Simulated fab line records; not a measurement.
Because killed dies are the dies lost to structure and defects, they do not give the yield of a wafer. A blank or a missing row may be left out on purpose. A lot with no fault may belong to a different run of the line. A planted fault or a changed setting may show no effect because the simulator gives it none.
Which tool did it? + flow n5-finfet + 11 lots with 33 wafers sampled at 2 steps, on a route of 1938 steps

## WHAT EACH GAUGE READ, for each wafer
N5_BEOL_M12_THK_MEAS_01.
| lot  | measured     | on            | M12_ILD_THK (nm) |
|------|--------------|---------------|------------------|
| L313 | day 10 06:51 | film-metro-02 | 659 653 665      |
| L314 | day 11 10:50 | film-metro-02 | 657 666 661      |
| L317 | day 12 04:24 | film-metro-01 | 655 657 675      |
| L318 | day 12 13:36 | film-metro-01 | 650 667 658      |
| L322 | day 13 02:29 | film-metro-02 | 649 654 669      |
| L323 | day 13 20:37 | film-metro-01 | 659 656 672      |
| L324 | day 14 06:58 | film-metro-02 | 650 656 650      |
| L331 | day 15 07:56 | film-metro-02 | 649 665 659      |
| L333 | day 16 12:19 | film-metro-02 | 661 661 656      |
| L336 | day 17 04:41 | film-metro-01 | 658 664 668      |
| L335 | day 17 15:16 | film-metro-02 | 656 662 657      |

## WHAT TOOL EACH LOT RAN ON (gives the tool, then ch and the chambers of the sampled wafers, and finally the start)
| lot  | N5_BEOL_M11_ALD_74                  |
|------|-------------------------------------|
| L313 | ald-metal-03 ch 0,1,3, day 10 03:01 |
| L314 | ald-metal-04 ch 1,2,3, day 11 08:50 |
| L317 | ald-metal-04 ch 0,1,3, day 12 01:25 |
| L318 | ald-metal-04 ch 1,2,3, day 12 10:17 |
| L322 | ald-metal-02 ch 0,2,3, day 13 00:49 |
| L323 | ald-metal-03 ch 0,2,3, day 13 18:59 |
| L324 | ald-metal-02 ch 0,1,3, day 14 05:08 |
| L331 | ald-metal-02 ch 1,3, day 15 05:59   |
| L333 | ald-metal-02 ch 0,1,2, day 16 10:35 |
| L336 | ald-metal-02 ch 2,3, day 17 01:25   |
| L335 | ald-metal-04 ch 1,2, day 17 12:23   |
- N5_BEOL_M11_ALD_74: deposits TaN, target thk 2 nm, pulse time 2 s, purge time 3 s.

## WHAT THE TOOLS THEMSELVES READ (means of the sampled wafers that have a number; where no wafer has one, the mark that the record gives instead)
N5_BEOL_M11_ALD_74.
| lot  | tool         | heater-power-w (W) |
|------|--------------|--------------------|
| L313 | ald-metal-03 | 472                |
| L314 | ald-metal-04 | 439                |
| L317 | ald-metal-04 | 414                |
| L318 | ald-metal-04 | 436                |
| L322 | ald-metal-02 | 426                |
| L323 | ald-metal-03 | 464                |
| L324 | ald-metal-02 | 413                |
| L331 | ald-metal-02 | 411                |
| L333 | ald-metal-02 | 411                |
| L336 | ald-metal-02 | 446                |
| L335 | ald-metal-04 | 436                |

## THE ANSWER, worked out from the rows above alone
Rule: what is usual is taken from the lots themselves. The widest of any qualifying gaps counts: lots, ordered by their means at a reading, are off when they make up no more than a third of the lots, leave a main group of 4 or more, and stand apart from it by 3 or more times the standard deviation of that group's means. Not used: any main group whose means are identical at the precision the tables above print for the reading. A lot without any number at a reading at which 4 lots or more have one is off too. Any other lot the step has rows for is counted as sound. First the gauges in route order, then the tools' own readings, where a lot's mean is used as printed above. The first step at which some lot is off is used, and at that step the reading that is off furthest; a lot without a number counts as furthest.
No lot is off at any reading shown: from this, nothing can be told.

## WHAT THE SIMULATOR HAD INSERTED
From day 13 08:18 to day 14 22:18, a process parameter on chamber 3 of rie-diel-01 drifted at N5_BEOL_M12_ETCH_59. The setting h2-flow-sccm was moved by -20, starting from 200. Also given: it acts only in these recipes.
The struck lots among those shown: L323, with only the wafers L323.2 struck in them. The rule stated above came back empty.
